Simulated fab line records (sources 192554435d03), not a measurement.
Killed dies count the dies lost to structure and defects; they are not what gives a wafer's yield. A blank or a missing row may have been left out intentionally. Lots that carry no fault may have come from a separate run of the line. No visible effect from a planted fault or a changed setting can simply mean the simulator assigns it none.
One fault through the eyes of 2 desks + flow n5 finfet + every desk sees just its own numbers, and what lay behind them comes last

TOOL OWNER'S DESK, cmp-02
The tool's own readings at N5_BEOL_M12_CMP_49 (polishes, stops on SiOC, t overpolish 20.6 s, target thk 320 nm): means of the sampled wafers that have a number, for each lot that ran on this tool. The brackets show how far a lot's mean lies from the usual mean; more than 4 standard deviations puts the lot out of limits, marked OUT.
Columns: A = barrier field endpoint s at N5_BEOL_M12_CMP_49, usual 30.4 s; B = motor current A at N5_BEOL_M12_CMP_49, usual 5.7 A; C = overpolish run s at N5_BEOL_M12_CMP_49, usual 20.601 s; D = slurry flow ml min at N5_BEOL_M12_CMP_49, usual 150.0
| lot  | first seen here | A               | B   | C      | D     |
|------|-----------------|-----------------|-----|--------|-------|
| L733 | day 13 05:53    | 30.4            | 5.9 | 20.608 | 149.6 |
| L732 | day 14 06:41    | 30.6            | 5.9 | 20.602 | 150.0 |
| L736 | day 14 21:09    | 24.8 (-6.8) OUT | 5.7 | 20.605 | 150.0 |
| L740 | day 16 04:01    | 25.1 (-6.4) OUT | 6.1 | 20.603 | 150.2 |
| L743 | day 16 14:40    | 23.9 (-7.9) OUT | 5.6 | 20.605 | 150.2 |
This desk's finding: out of limits on L736, L740, L743; first on L736, day 14 21:09 (barrier field endpoint s at N5_BEOL_M12_CMP_49). L733, L732 stayed within limits.

AT THE METROLOGY DESK
Means of the sampled wafers that have a number, per lot and without regard to the tool the lot ran on: this is what the gauges read. The brackets show how far a lot's mean lies from the usual mean; more than 4 standard deviations puts the lot out of limits, marked OUT.
Columns: A = trench depth nm at N5_BEOL_M12_OCD_MEAS_35, usual 323 nm
| lot  | first seen here | A   |
|------|-----------------|-----|
| L733 | day 13 03:01    | 322 |
| L732 | day 14 05:12    | 323 |
| L735 | day 14 17:28    | 321 |
| L736 | day 14 19:51    | 324 |
| L737 | day 14 21:30    | 323 |
| L740 | day 16 00:25    | 326 |
| L743 | day 16 10:28    | 319 |
This desk's verdict: no lot among the 7 shows anything out of limits.

PUT TOGETHER
An alarm could have come from the tool owner's desk at day 14 21:09, on L736, L740, L743.
The metrology desk saw nothing out of limits.
The metrology desk has L736, L740, L743 on record, within its limits.
All the named lots went through N5_BEOL_M12_CMP_49 on cmp-02.

WHAT THE SIMULATOR HAD INSERTED
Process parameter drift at N5_BEOL_M12_CMP_49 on cmp-02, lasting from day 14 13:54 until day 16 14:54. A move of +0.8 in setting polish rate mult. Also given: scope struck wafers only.
Lots struck among those shown: L736, L740, L743.
Each desk's first reading out of limits, in hours after the fault started: the tool owner's desk, 7.
